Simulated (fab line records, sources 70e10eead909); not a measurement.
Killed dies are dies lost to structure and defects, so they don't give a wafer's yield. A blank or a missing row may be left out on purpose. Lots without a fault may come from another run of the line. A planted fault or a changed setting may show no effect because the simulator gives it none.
fab line records | flow nand_harc
record lots=24 wafers=72 last_day=25
route steps=1159 shown A_CHANNEL_FILL_D1@509 A_STAIRCASE@519
lots that met no fault: from a run of the same line without faults
start_h: hours from the record's first day to the start of the lot's first wafer shown | wait_h: hours since the lot's step before | " the same as in the row above | L1.1+2: a row that stands for several wafers | - no value, or no start given | * or withheld: withheld | < > ~ a bound
route shown NAME@n: a module of which the file shows steps, and the number in the route of the first | usual: mean/standard deviation of fault-free wafers | same: alike in all rows | chamber/n: place in a boat | sites: the reading at each site | _std_site: their standard deviation | _edge_site: outer sites' mean less inner sites' | radius_mm: how far each site lies from the wafer's centre | mask NAME#n: copy n | behind: the tool/chamber that last shaped the wafer | hold: why the lot was held/for how many hours/how that ended | device: the transistor (n, p or np) that didn't switch | end of line: the same wafers' tests at the end of the route | a step without rows: its recipe alone | killed: dies lost to structure and defects at the first sort, not the wafer's yield | map: a wafer's dies, x killed, . not, _ none there
set.NAME: the setting as run; set.NAME@STEP: as run at that earlier step | model.NAME: the simulator's own value behind a step, which no gauge read
steps of the route over a sample of lots; a table a step, a row a wafer
services: from which hour (start_h, from the record's first day; less than 0 if before it) a tool's chamber was out of use, for how many hours, and why
## steps
# step NHARC_A_CHANNEL_FILL_D1_STRIP_29
# recipe time_s=20 o2_flow_sccm=500 ar_flow_sccm=0 bias_w=0 chemistry=O2
# usual drypump_motor_current_A=6.0/0.53 oes_product_au=0.997/0.011 rf_vpp_V=57.8/0.85 showerhead_plenum_p_Torr=3.49/0.14 throttle_valve_pct=17.035/0.0084
# columns lot.wafer tool chamber start_h wait_h drypump_motor_current_A oes_product_au rf_hours_counter_h rf_vpp_V showerhead_plenum_p_Torr throttle_valve_pct
L075.1 rie_diel-05 2 - - 6.3 1.010 2 58.2 3.37 17.037
L075.4 " 3 " " 5.1 0.997 2 58.4 3.76 17.035
L075.6 " 0 " " 5.9 1.015 - 56.2 3.59 17.027
L074.2 rie_diel-06 1 - - 6.4 1.006 7 57.2 3.49 17.053
L074.1 " 2 " " 6.5 0.989 7 57.2 3.38 17.024
L074.5 " 0 " " 5.9 0.984 - 57.9 3.60 17.023
L076.3 rie_diel-06 1 - - 6.3 1.006 7 58.7 3.49 17.040
L076.4 " 2 " " 6.5 1.002 7 56.7 3.38 17.033
L076.5 " 0 " " 5.9 0.995 - 58.8 3.60 17.041
L077.4 rie_diel-05 3 - - 5.1 0.985 2 59.6 3.76 17.025
L077.6 " 3 " " 5.1 0.993 - 58.8 3.76 17.049
L077.5 " 0 " " 5.9 1.008 - 58.1 3.59 17.042
L079.1 rie_diel-05 2 - - 6.3 1.000 2 58.0 3.37 17.042
L079.4 " 3 " " 5.1 0.994 2 58.4 3.76 17.036
L079.5 " 1 " " 5.5 0.972 - 57.3 3.36 17.028
L078.1 rie_diel-04 0 - - 4.8 0.999 26 57.6 3.34 17.039
L078.4 " 1 " " 5.7 0.984 28 58.2 3.62 17.037
L078.3 " 2 " " 5.8 0.990 27 56.5 3.43 17.043
L081.1 rie_diel-05 3 - - 5.1 0.995 2 57.9 3.76 17.035
L081.3 " 0 " " 5.9 1.001 2 57.8 3.59 17.039
L081.6 " 2 " " 6.3 1.003 - 59.2 3.37 17.030
L080.4 rie_diel-06 2 - - 6.5 0.993 1 58.5 3.38 17.047
L080.1 " 3 " " 6.5 0.980 0 58.4 3.35 17.029
L080.3 " 0 " " 5.9 0.983 1 57.9 3.60 17.036
L083.1 rie_diel-06 2 - - 6.5 0.995 1 58.9 3.38 17.064
L083.2 " 3 " " 6.5 0.999 1 58.4 3.35 17.026
L083.4 " 0 " " 5.8 1.008 1 58.0 3.60 17.022
L082.4 rie_diel-05 1 - - 5.5 0.983 3 58.5 3.36 17.045
L082.2 " 2 " " 6.3 1.010 3 57.4 3.37 17.031
L082.1 " 3 " " 5.1 0.997 3 58.3 3.76 17.050
L085.4 rie_diel-05 3 - - 5.1 1.005 3 57.4 3.76 17.043
L085.1 " 0 " " 5.9 0.998 3 58.0 3.59 17.038
L085.5 " 2 " " 6.3 1.008 - 56.8 3.37 17.042
L084.4 rie_diel-04 2 - - 5.8 0.990 35 59.4 3.43 17.031
L084.6 " 0 " " 4.8 0.999 - 57.6 3.34 17.035
L084.5 " 1 " " 5.7 0.992 - 56.8 3.62 17.027
L086.3 rie_diel-06 0 - - 5.8 0.999 1 59.7 3.60 17.033
L086.1 " 2 " " 6.5 0.996 2 57.4 3.38 17.046
L086.5 " 1 " " 6.3 0.991 - 57.6 3.49 17.038
L088.1 rie_diel-05 1 - - 5.5 0.979 3 55.1 3.36 17.033
L088.3 " 3 " " 5.1 1.009 3 57.8 3.76 17.031
L088.5 " 1 " " 5.5 0.963 - 56.8 3.36 17.047
L087.1 rie_diel-04 2 - - 5.8 0.996 1 56.6 3.42 17.051
L087.5 " 3 " " 6.6 0.992 - 57.4 3.67 17.031
L087.6 " 0 " " 4.8 0.998 - 57.6 3.34 17.023
L090.1 rie_diel-06 1 - - 6.4 0.992 3 57.7 3.49 17.042
L090.3 " 3 " " 6.5 0.986 3 57.4 3.35 17.035
L090.6 " 1 " " 6.3 0.988 - 57.8 3.49 17.044
L091.4 rie_diel-04 2 - - 5.8 0.997 5 56.4 3.42 17.043
L091.6 " 3 " " 6.5 0.992 - 58.0 3.67 17.029
L091.5 " 0 " " 4.8 1.011 - 57.4 3.34 17.047
L092.2 rie_diel-05 3 - - 5.1 1.000 4 58.0 3.76 17.039
L092.1 " 0 " " 5.9 1.010 4 58.3 3.59 17.032
L092.3 " 2 " " 6.3 1.015 4 57.6 3.37 17.048
L089.1 rie_diel-06 3 - - 6.5 1.011 3 57.9 3.35 17.048
L089.2 " 0 " " 5.9 1.001 3 58.4 3.60 17.035
L089.6 " 2 " " 6.5 1.015 - 58.9 3.38 17.028
L093.2 rie_diel-06 2 - - 6.5 1.026 3 57.2 3.38 17.032
L093.3 " 3 " " 6.5 0.994 3 57.2 3.35 17.031
L093.6 " 1 " " 6.4 0.989 - 59.7 3.49 17.041
L094.4 rie_diel-06 2 - - 6.5 1.009 4 56.9 3.38 17.036
L094.2 " 1 " " 6.3 0.984 4 58.4 3.49 17.027
L094.5 " 2 " " 6.5 1.007 - 56.9 3.38 17.021
L097.3 rie_diel-06 1 - - 6.4 0.996 4 58.8 3.49 17.043
L097.4 " 0 " " 5.8 1.003 3 58.9 3.59 17.035
L097.6 " 1 " " 6.3 0.985 - 57.6 3.49 17.047
L095.3 rie_diel-04 0 - - 4.8 1.009 12 57.6 3.33 17.027
L095.6 " 1 " " 5.7 0.980 - 57.7 3.61 17.027
L095.5 " 2 " " 5.8 1.001 - 58.2 3.42 17.041
L096.1 rie_diel-05 3 - - 5.1 1.007 0 58.8 3.76 17.024
L096.2 " 0 " " 5.9 1.016 0 59.1 3.59 17.046
L096.3 " 1 " " 5.5 0.989 0 57.7 3.36 17.043
# step NHARC_A_STAIRCASE_DEP_156
# recipe target_thk_a=500 temp_c=400 target_thk_nm=50 flow_sccm=200 rf_w=450 material=SiNx
# usual heater_power_w=684/74
# columns lot.wafer tool chamber start_h wait_h heater_power_w
L074.2 pecvd-03 0 241.06 0.1 573
L074.1 " 1 " " 778
L074.5 " 0 " " 583
L075.1 pecvd-04 1 241.19 0.1 571
L075.6 " 0 " " 696
L075.4 " 1 " " 600
L077.6 pecvd-04 2 245.40 0.2 747
L077.5 " 0 " " 609
L077.4 " 1 " " 720
L076.3 pecvd-03 1 245.48 0.2 700
L076.4 " 2 " " 633
L076.5 " 0 " " 586
L079.1 pecvd-01 2 254.07 0.1 771
L079.5 " 0 " " 670
L079.4 " 2 " " 629
L078.1 pecvd-03 2 254.16 0.1 720
L078.3 " 0 " " 586
L078.4 " 0 " " 610
L081.3 pecvd-01 2 268.42 0.1 793
L081.1 " 0 " " 623
L081.6 " 2 " " 801
L080.3 pecvd-03 2 268.59 0.1 691
L080.1 " 0 " " 602
L080.4 " 1 " " 682
L082.2 pecvd-03 2 285.38 0.1 683
L082.1 " 0 " " 585
L082.4 " 1 " " 675
L083.2 pecvd-01 0 285.45 0.1 611
L083.1 " 1 " " 828
L083.4 " 2 " " 625
L085.1 pecvd-04 1 288.76 0.1 690
L085.4 " 2 " " 734
L085.5 " 1 " " 684
L084.4 pecvd-03 2 288.84 0.2 632
L084.5 " 0 " " 629
L084.6 " 1 " " 710
L086.1 pecvd-01 1 304.60 0.1 739
L086.3 " 2 " " 712
L086.5 " 2 " " 721
L088.3 pecvd-01 0 304.74 0.1 600
L088.1 " 1 " " 781
L088.5 " 0 " " 589
L087.1 pecvd-03 0 308.64 0.1 592
L087.6 " 1 " " 764
L087.5 " 2 " " 698
L090.3 pecvd-01 2 334.21 0.1 762
L090.1 " 0 " " 586
L090.6 " 1 " " 693
L091.5 pecvd-03 0 334.41 0.2 603
L091.6 " 1 " " 684
L091.4 " 2 " " 673
L089.1 pecvd-03 2 337.86 0.1 691
L089.2 " 0 " " 568
L089.6 " 2 " " 729
L092.3 pecvd-01 2 338.03 0.1 747
L092.1 " 0 " " 670
L092.2 " 1 " " 790
L093.3 pecvd-01 0 342.15 0.1 624
L093.2 " 1 " " 738
L093.6 " 2 " " 668
L094.2 pecvd-03 2 350.91 0.1 623
L094.5 " 0 " " 604
L094.4 " 2 " " 630
L097.3 pecvd-03 0 356.99 0.1 598
L097.6 " 2 " " 695
L097.4 " 0 " " 572
L095.3 pecvd-04 0 356.99 0.1 678
L095.6 " 1 " " 717
L095.5 " 2 " " 815
L096.2 pecvd-03 0 365.28 0.1 510
L096.3 " 1 " " 686
L096.1 " 2 " " 679
# step NHARC_A_STAIRCASE_DESCUM_11
# recipe time_s=3 o2_flow_sccm=200 ar_flow_sccm=0 bias_power_w=0 chemistry=O2
# usual drypump_motor_current_A=5.77/0.28 oes_product_au=1.005/0.012 rf_vpp_V=57.9/0.82 showerhead_plenum_p_Torr=1.91/0.078 throttle_valve_pct=11.312/0.0098
# columns lot.wafer tool chamber start_h wait_h drypump_motor_current_A oes_product_au rf_hours_counter_h rf_vpp_V showerhead_plenum_p_Torr throttle_valve_pct
L074.2 rie_diel-01 1 243.75 - 5.36 0.999 30 57.4 1.80 11.294
L074.1 " 3 " " 5.95 0.988 30 57.2 1.81 11.297
L074.5 " 1 " " 5.35 1.007 - 57.6 1.80 11.314
L075.4 rie_diel-07 2 243.98 - 5.94 1.007 1 58.6 1.92 11.326
L075.1 " 3 " " 6.18 0.998 2 58.0 2.02 11.322
L075.6 " 1 " " 5.65 1.028 - 57.8 1.96 11.310
L077.4 rie_diel-07 0 248.15 - 5.54 0.990 3 57.8 1.99 11.297
L077.6 " 3 " " 6.17 1.009 - 58.5 2.02 11.313
L077.5 " 0 " " 5.52 0.999 - 58.8 1.99 11.303
L076.4 rie_diel-07 0 248.40 - 5.55 1.007 3 57.7 1.99 11.310
L076.3 " 2 " " 5.95 1.013 3 59.6 1.92 11.311
L076.5 " 3 " " 6.18 1.010 - 58.9 2.02 11.303
L079.1 rie_diel-07 3 258.16 - 6.18 0.996 8 58.2 2.01 11.317
L079.4 " 0 " " 5.55 0.993 9 59.1 1.98 11.320
L079.5 " 3 " " 6.15 1.007 - 58.2 2.01 11.297
L078.1 rie_diel-02 0 258.60 - 6.02 1.002 36 58.7 1.84 11.306
L078.4 " 2 " " 5.75 0.998 35 57.4 1.94 11.313
L078.3 " 3 " " 5.26 0.996 27 57.4 1.89 11.303
L081.1 rie_diel-07 2 271.72 - 5.94 1.005 12 58.7 1.92 11.295
L081.3 " 3 " " 6.17 1.005 13 56.2 2.01 11.327
L081.6 " 1 " " 5.67 1.017 - 56.9 1.96 11.311
L080.1 rie_diel-02 2 271.89 - 5.76 0.994 40 58.1 1.94 11.311
L080.3 " 3 " " 5.26 0.998 31 58.6 1.88 11.301
L080.4 " 0 " " 6.06 1.004 40 58.8 1.84 11.295
L082.1 rie_diel-07 1 288.20 - 5.66 1.022 18 58.1 1.96 11.329
L082.4 " 2 " " 5.94 1.011 18 58.6 1.91 11.306
L082.2 " 0 " " 5.52 1.006 19 57.3 1.98 11.302
L083.1 rie_diel-02 0 288.37 - 6.01 0.999 44 57.6 1.83 11.323
L083.4 " 1 " " 6.20 1.002 45 57.5 1.90 11.293
L083.2 " 2 " " 5.79 1.002 45 58.0 1.93 11.328
L085.4 rie_diel-07 3 293.33 - 6.18 1.009 22 58.3 2.01 11.309
L085.1 " 1 " " 5.63 1.007 21 58.2 1.96 11.303
L085.5 " 2 " " 5.95 1.001 - 58.3 1.91 11.320
L084.4 rie_diel-02 1 293.73 - 6.21 1.000 47 56.8 1.90 11.301
L084.5 " 1 " " 6.20 1.004 - 58.4 1.90 11.317
L084.6 " 2 " " 5.76 1.003 - 57.0 1.93 11.330
L086.3 rie_diel-01 0 307.39 - 5.65 1.019 59 58.9 1.92 11.320
L086.1 " 3 " " 5.98 0.997 54 56.7 1.80 11.305
L086.5 " 0 " " 5.65 1.023 - 57.6 1.92 11.311
L088.1 rie_diel-02 2 307.69 - 5.75 0.997 51 59.6 1.93 11.329
L088.3 " 3 " " 5.29 0.988 43 57.9 1.88 11.305
L088.5 " 1 " " 6.21 1.002 - 57.5 1.89 11.300
L087.1 rie_diel-07 2 311.99 - 5.93 0.995 27 58.1 1.91 11.299
L087.5 " 1 " " 5.62 1.012 - 59.7 1.96 11.309
L087.6 " 2 " " 5.90 0.999 - 56.5 1.91 11.323
L090.1 rie_diel-01 0 337.47 - 5.67 1.012 3 59.3 1.92 11.325
L090.3 " 1 " " 5.38 1.001 5 57.3 1.79 11.325
L090.6 " 2 " " 5.74 1.028 - 59.5 2.07 11.312
L091.4 rie_diel-02 3 337.63 - 5.25 0.988 0 57.3 1.88 11.308
L091.6 " 1 " " 6.19 1.010 - 58.1 1.89 11.315
L091.5 " 2 " " 5.75 0.964 - 58.0 1.93 11.302
L089.1 rie_diel-01 0 340.80 - 5.65 1.006 5 58.5 1.92 11.319
L089.2 " 3 " " 5.94 1.001 5 58.6 1.80 11.323
L089.6 " 1 " " 5.37 1.007 - 57.2 1.79 11.315
L092.3 rie_diel-01 0 342.26 - 5.67 1.008 5 57.2 1.92 11.310
L092.1 " 2 " " 5.71 1.014 7 58.1 2.07 11.321
L092.2 " 3 " " 5.95 1.012 6 57.7 1.80 11.295
L093.2 rie_diel-01 2 344.78 - 5.70 1.032 8 57.2 2.07 11.301
L093.3 " 0 " " 5.65 0.997 6 59.4 1.92 11.306
L093.6 " 1 " " 5.35 1.001 - 57.9 1.79 11.311
L094.4 rie_diel-01 0 353.69 - 5.68 1.005 10 58.4 1.92 11.311
L094.2 " 1 " " 5.37 1.018 11 56.9 1.79 11.311
L094.5 " 0 " " 5.66 0.999 - 56.8 1.92 11.306
L095.3 rie_diel-07 1 359.94 - 5.64 1.025 47 57.8 1.95 11.318
L095.5 " 0 " " 5.54 1.004 - 58.9 1.97 11.301
L095.6 " 1 " " 5.61 1.027 - 58.2 1.95 11.311
L097.3 rie_diel-01 1 360.16 - 5.37 1.008 14 57.4 1.79 11.301
L097.4 " 2 " " 5.68 1.010 14 58.7 2.07 11.317
L097.6 " 0 " " 5.67 0.993 - 57.8 1.92 11.313
L096.3 rie_diel-02 0 368.02 - 6.01 0.985 13 57.6 1.83 11.313
L096.2 " 1 " " 6.14 1.011 14 57.4 1.89 11.313
L096.1 " 3 " " 5.26 0.992 11 57.1 1.87 11.325
# step NHARC_A_STAIRCASE_ETCH_21
# recipe target_depth_a=1000 time_s=40.5 ion_energy_ev=400 c4f8_flow_sccm=20 o2_flow_sccm=10 ar_flow_sccm=withheld rf_w=600 bias_w=1000 chemistry=C4F8/O2
# usual oes_product_au=0.951/0.019 rf_vpp_V=895/5.8
# columns lot.wafer tool chamber start_h wait_h oes_product_au rf_hours_counter_h rf_vpp_V
L075.4 rie_diel-01 3 - - 0.932 30 889
L075.1 " 1 " " 0.932 31 890
L075.6 " 2 " " 0.955 - 886
L074.1 rie_diel-02 2 - - 0.926 30 897
L074.2 " 3 " " 0.933 22 894
L074.5 " 1 " " 0.942 - 895
L077.4 rie_diel-01 2 - - 0.971 38 886
L077.6 " 1 " " 0.980 - 889
L077.5 " 2 " " 0.978 - 886
L076.4 rie_diel-02 0 - - 0.975 32 892
L076.3 " 1 " " 0.948 32 896
L076.5 " 2 " " 0.955 - 898
L079.1 rie_diel-07 0 - - 0.923 9 900
L079.4 " 1 " " 0.941 9 900
L079.5 " 3 " " 0.936 - 905
L078.3 rie_diel-01 1 - - 0.970 37 889
L078.4 " 2 " " 0.961 44 887
L078.1 " 3 " " 0.932 39 888
L081.3 rie_diel-01 0 - - 0.996 48 896
L081.1 " 1 " " 0.975 42 888
L081.6 " 3 " " 0.968 - 889
L080.1 rie_diel-02 3 - - 0.943 32 894
L080.4 " 0 " " 0.937 40 891
L080.3 " 2 " " 0.933 41 897
L082.2 rie_diel-01 2 - - 0.949 54 887
L082.1 " 0 " " 0.969 51 896
L082.4 " 1 " " 0.942 - 889
L083.2 rie_diel-07 0 - - 0.934 19 901
L083.4 " 1 " " 0.951 19 901
L083.1 " 3 " " 0.945 19 902
L085.1 rie_diel-01 1 - - 0.930 49 889
L085.4 " 0 " " 0.945 55 896
L085.5 " 2 " " 0.931 - 886
L084.4 rie_diel-07 1 - - 0.997 22 900
L084.5 " 3 " " 0.974 - 901
L084.6 " 0 " " 0.959 - 901
L086.3 rie_diel-01 3 - - 0.937 54 891
L086.1 " 0 " " 0.963 60 896
L086.5 " 3 " " 0.935 - 889
L088.1 rie_diel-02 1 - - 0.943 52 895
L088.3 " 3 " " 0.922 46 894
L088.5 " 1 " " 0.941 - 895
L087.1 rie_diel-07 2 - - 0.954 27 897
L087.5 " 3 " " 0.964 - 901
L087.6 " 0 " " 0.954 - 900
L091.4 rie_diel-02 2 - - 0.924 1 899
L091.5 " 1 " " 0.947 - 896
L091.6 " 2 " " 0.908 - 896
L090.3 rie_diel-01 0 - - 0.926 4 898
L090.1 " 2 " " 0.951 6 906
L090.6 " 1 " " 0.920 - 888
L089.1 rie_diel-07 2 - - 0.953 39 896
L089.2 " 0 " " 0.968 41 899
L089.6 " 2 " " 0.950 - 896
L092.2 rie_diel-01 1 - - 0.927 7 889
L092.1 " 2 " " 0.955 7 906
L092.3 " 3 " " 0.953 6 889
L093.2 rie_diel-01 2 - - 0.957 8 906
L093.3 " 3 " " 0.948 7 890
L093.6 " 2 " " 0.944 - 905
L094.4 rie_diel-01 3 - - 0.959 11 888
L094.2 " 0 " " 0.947 11 897
L094.5 " 2 " " 0.966 - 906
L097.4 rie_diel-01 2 - - 0.950 14 905
L097.3 " 3 " " 0.953 16 889
L097.6 " 3 " " 0.934 - 887
L095.3 rie_diel-01 0 - - 0.953 16 895
L095.6 " 1 " " 0.940 - 888
L095.5 " 2 " " 0.961 - 906
L096.1 rie_diel-07 3 - - 0.985 50 902
L096.3 " 1 " " 0.980 49 898
L096.2 " 2 " " 0.987 49 897
# step NHARC_A_STAIRCASE_TRIM_187
# recipe time_s=211.2 o2_flow_sccm=500 ar_flow_sccm=0 bias_w=0 chemistry=O2
# usual drypump_motor_current_A=5.77/0.26 oes_product_au=1.006/0.013 rf_vpp_V=57.6/0.87 showerhead_plenum_p_Torr=3.50/0.15 throttle_valve_pct=17.036/0.0088
# columns lot.wafer tool chamber start_h wait_h drypump_motor_current_A oes_product_au rf_hours_counter_h rf_vpp_V showerhead_plenum_p_Torr throttle_valve_pct
L075.4 rie_diel-07 2 247.72 0.1 5.91 1.002 3 56.2 3.54 17.051
L075.1 " 0 " " 5.54 1.010 3 57.7 3.65 17.033
L075.6 " 2 " " 5.88 1.009 - 58.5 3.54 17.046
L074.1 rie_diel-02 3 248.30 0.1 5.29 1.014 23 58.3 3.48 17.036
L074.2 " 1 " " 6.17 1.014 31 57.6 3.51 17.024
L074.5 " 0 " " 6.00 1.013 - 56.4 3.40 17.029
L076.3 rie_diel-01 2 252.38 0.1 5.69 1.020 40 58.4 3.28 17.031
L076.4 " 0 " " 5.67 1.025 38 57.0 3.56 17.035
L076.5 " 1 " " 5.38 1.003 - 58.6 3.34 17.044
L077.4 rie_diel-07 2 253.58 0.1 5.93 1.017 5 55.9 3.54 17.029
L077.6 " 1 " " 5.67 1.024 - 57.4 3.61 17.023
L077.5 " 2 " " 5.96 1.011 - 57.5 3.54 17.052
L079.1 rie_diel-02 2 262.59 0.1 5.76 1.008 36 56.1 3.57 17.039
L079.4 " 3 " " 5.28 0.996 28 57.8 3.48 17.041
L079.5 " 0 " " 6.05 0.998 - 56.8 3.40 17.035
L078.3 rie_diel-01 0 263.21 0.1 5.67 1.028 44 57.1 3.55 17.034
L078.4 " 1 " " 5.38 0.998 38 57.9 3.34 17.032
L078.1 " 2 " " 5.70 1.010 45 57.0 3.28 17.045
L081.1 rie_diel-01 3 275.48 0.1 5.97 0.990 44 58.8 3.34 17.027
L081.3 " 2 " " 5.72 1.010 49 56.8 3.28 17.023
L081.6 " 3 " " 5.93 0.992 - 57.1 3.34 17.039
L080.1 rie_diel-07 3 275.77 0.1 6.18 1.011 14 58.2 3.70 17.029
L080.4 " 0 " " 5.54 0.984 15 58.0 3.65 17.038
L080.3 " 2 " " 5.94 1.006 14 56.6 3.53 17.028
L083.1 rie_diel-01 0 294.49 0.1 5.68 1.024 54 58.9 3.55 17.034
L083.2 " 1 " " 5.39 1.006 49 57.3 3.33 17.029
L083.4 " 2 " " 5.73 1.016 57 56.7 3.27 17.051
L082.4 rie_diel-01 1 295.23 0.2 5.40 0.994 49 56.5 3.33 17.034
L082.1 " 2 " " 5.73 0.999 57 57.0 3.27 17.048
L082.2 " 3 " " 5.96 0.980 49 58.0 3.34 17.037
L085.4 rie_diel-01 3 297.59 0.1 5.97 0.989 51 57.9 3.34 17.049
L085.1 " 2 " " 5.69 1.009 59 57.0 3.27 17.032
L085.5 " 3 " " 5.95 0.990 - 57.2 3.34 17.014
L084.4 rie_diel-07 3 298.21 0.1 6.19 1.012 24 57.6 3.69 17.048
L084.5 " 2 " " 5.93 1.010 - 58.6 3.53 17.031
L084.6 " 3 " " 6.20 1.014 - 57.9 3.69 17.032
L086.3 rie_diel-01 1 311.36 0.1 5.39 1.001 56 58.0 3.33 17.041
L086.1 " 0 " " 5.67 1.015 61 58.1 3.54 17.041
L086.5 " 2 " " 5.74 0.999 - 58.7 3.27 17.031
L088.3 rie_diel-01 2 313.99 0.1 5.72 1.013 65 57.7 3.27 17.046
L088.1 " 1 " " 5.40 1.024 56 56.4 3.33 17.027
L088.5 " 3 " " 5.99 0.995 - 56.4 3.34 17.023
L087.1 rie_diel-07 2 316.01 0.2 5.97 1.004 28 58.2 3.52 17.046
L087.5 " 3 " " 6.21 1.015 - 59.1 3.69 17.032
L087.6 " 0 " " 5.53 1.002 - 57.0 3.64 17.043
L090.1 rie_diel-02 2 341.49 0.1 5.75 0.976 2 57.5 3.55 17.036
L090.3 " 1 " " 6.23 1.007 3 56.4 3.49 17.026
L090.6 " 2 " " 5.74 0.966 - 57.3 3.55 17.039
L091.4 rie_diel-07 1 342.99 0.1 5.66 1.024 40 57.1 3.59 17.033
L091.6 " 3 " " 6.20 1.000 - 58.7 3.68 17.020
L091.5 " 0 " " 5.54 1.012 - 58.4 3.63 17.048
L089.1 rie_diel-02 2 344.51 0.1 5.78 0.959 3 58.0 3.55 17.032
L089.2 " 3 " " 5.29 0.985 3 59.0 3.47 17.038
L089.6 " 1 " " 6.18 1.012 - 58.1 3.49 17.036
L092.2 rie_diel-01 1 346.14 0.1 5.39 0.997 8 56.9 3.32 17.050
L092.3 " 3 " " 5.94 0.998 7 57.3 3.33 17.046
L092.1 " 0 " " 5.68 1.009 7 58.4 3.54 17.037
L093.2 rie_diel-01 2 348.79 0.1 5.74 1.022 9 58.8 3.80 17.044
L093.3 " 0 " " 5.67 1.011 9 57.1 3.54 17.034
L093.6 " 3 " " 5.96 0.998 - 57.6 3.33 17.043
L094.2 rie_diel-07 3 358.10 0.2 6.20 1.007 46 58.3 3.68 17.025
L094.5 " 3 " " 6.20 1.006 - 58.3 3.68 17.044
L094.4 " 1 " " 5.67 1.020 - 58.0 3.59 17.030
L097.4 rie_diel-01 2 366.21 0.2 5.76 1.014 16 58.7 3.80 17.045
L097.3 " 3 " " 5.94 1.020 17 57.3 3.33 17.048
L097.6 " 1 " " 5.36 1.006 - 56.8 3.32 17.037
L095.3 rie_diel-01 2 366.48 0.1 5.72 1.004 16 57.7 3.80 17.039
L095.6 " 3 " " 5.97 1.005 - 57.2 3.33 17.044
L095.5 " 0 " " 5.68 1.002 - 57.1 3.53 17.032
L096.3 rie_diel-07 2 372.35 0.1 5.96 1.010 50 57.7 3.51 17.032
L096.2 " 3 " " 6.17 1.011 51 55.9 3.68 17.025
L096.1 " 0 " " 5.54 1.008 47 58.3 3.63 17.034
# step NHARC_A_STAIRCASE_ETCH_188
# recipe target_depth_a=1000 time_s=40.5 ion_energy_ev=400 c4f8_flow_sccm=20 o2_flow_sccm=10 ar_flow_sccm=withheld rf_w=600 bias_w=1000 chemistry=C4F8/O2
# usual oes_product_au=0.942/0.016 rf_vpp_V=895/5.3
# columns lot.wafer tool chamber start_h wait_h oes_product_au rf_hours_counter_h rf_vpp_V
L075.4 rie_diel-07 3 - - 0.957 3 903
L075.1 " 1 " " 0.989 3 899
L075.6 " 3 " " 0.948 - 902
L074.1 rie_diel-02 1 - - 0.944 31 895
L074.2 " 2 " " 0.943 31 897
L074.5 " 1 " " 0.948 - 894
L076.4 rie_diel-01 1 - - 0.931 33 889
L076.3 " 3 " " 0.925 34 888
L076.5 " 1 " " 0.933 - 889
L077.4 rie_diel-07 3 - - 0.960 6 902
L077.6 " 3 " " 0.960 - 902
L077.5 " 0 " " 0.929 - 902
L079.4 rie_diel-02 1 - - 0.931 37 895
L079.1 " 2 " " 0.924 36 898
L079.5 " 1 " " 0.939 - 897
L078.4 rie_diel-01 3 - - 0.925 40 890
L078.3 " 0 " " 0.966 44 895
L078.1 " 2 " " 0.952 45 888
L081.1 rie_diel-01 2 - - 0.943 49 887
L081.3 " 3 " " 0.928 45 891
L081.6 " 1 " " 0.961 - 888
L080.3 rie_diel-07 0 - - 0.953 15 902
L080.4 " 2 " " 0.957 14 895
L080.1 " 3 " " 0.948 14 901
L083.4 rie_diel-01 0 - - 0.949 55 898
L083.2 " 2 " " 0.941 57 887
L083.1 " 3 " " 0.924 49 889
L082.4 rie_diel-01 2 - - 0.944 58 887
L082.1 " 0 " " 0.952 55 896
L082.2 " 1 " " 0.926 50 890
L085.4 rie_diel-01 1 - - 0.974 51 887
L085.1 " 2 " " 0.954 59 885
L085.5 " 2 " " 0.967 - 887
L084.4 rie_diel-07 3 - - 0.946 24 902
L084.5 " 2 " " 0.949 - 896
L084.6 " 3 " " 0.941 - 903
L086.1 rie_diel-01 1 - - 0.937 56 888
L086.3 " 2 " " 0.942 64 887
L086.5 " 1 " " 0.943 - 889
L088.1 rie_diel-01 2 - - 0.939 65 888
L088.3 " 3 " " 0.918 57 889
L088.5 " 2 " " 0.929 - 884
L087.1 rie_diel-07 3 - - 0.955 31 901
L087.5 " 0 " " 0.924 - 900
L087.6 " 1 " " 0.957 - 898
L090.3 rie_diel-02 1 - - 0.971 3 895
L090.1 " 3 " " 0.929 2 894
L090.6 " 2 " " 0.932 - 896
L091.4 rie_diel-07 3 - - 0.921 40 901
L091.5 " 2 " " 0.955 - 896
L091.6 " 3 " " 0.926 - 901
L089.2 rie_diel-02 2 - - 0.909 3 898
L089.1 " 3 " " 0.935 3 894
L089.6 " 1 " " 0.952 - 895
L092.3 rie_diel-01 0 - - 0.934 7 896
L092.1 " 2 " " 0.951 8 904
L092.2 " 3 " " 0.925 7 888
L093.3 rie_diel-01 0 - - 0.927 9 896
L093.2 " 1 " " 0.926 10 888
L093.6 " 0 " " 0.919 - 897
L094.2 rie_diel-07 2 - - 0.929 45 896
L094.4 " 3 " " 0.927 - 902
L094.5 " 1 " " 0.950 - 897
L097.4 rie_diel-01 1 - - 0.936 16 888
L097.3 " 0 " " 0.935 18 896
L097.6 " 1 " " 0.929 - 888
L095.3 rie_diel-01 2 - - 0.942 16 906
L095.6 " 0 " " 0.935 - 897
L095.5 " 1 " " 0.937 - 890
L096.3 rie_diel-07 0 - - 0.925 47 898
L096.2 " 2 " " 0.947 50 897
L096.1 " 3 " " 0.947 51 901
## services
# columns tool chamber start_h hours kind
rie_diel-06 0 211.48 4.1 repair
rie_diel-01 1 215.95 7.9 repair
rie_diel-01 3 219.31 15.7 repair
rie_diel-01 0 220.48 - clean
rie_diel-01 2 220.48 - clean
rie_diel-05 2 227.71 5.5 repair
rie_diel-07 - 228.20 9.0 pm
pecvd-03 - 233.74 1.1 repair
pecvd-01 - 237.50 13.0 pm
rie_diel-06 - 241.20 9.0 pm
rie_diel-05 0 253.44 1.8 repair
pecvd-04 0 270.08 21.1 repair
rie_diel-06 0 282.06 1.3 repair
rie_diel-01 3 288.44 4.6 repair
rie_diel-04 - 289.28 9.0 pm
rie_diel-05 2 290.13 3.5 repair
pecvd-03 - 292.48 13.0 pm
rie_diel-02 - 297.41 0.8 repair
rie_diel-04 1 311.06 8.9 repair
rie_diel-02 - 327.99 9.0 pm
rie_diel-05 - 328.11 0.8 repair
rie_diel-05 - 340.60 9.0 pm
rie_diel-07 0 347.99 10.7 repair
rie_diel-06 2 368.46 4.7 repair
## key
fault none
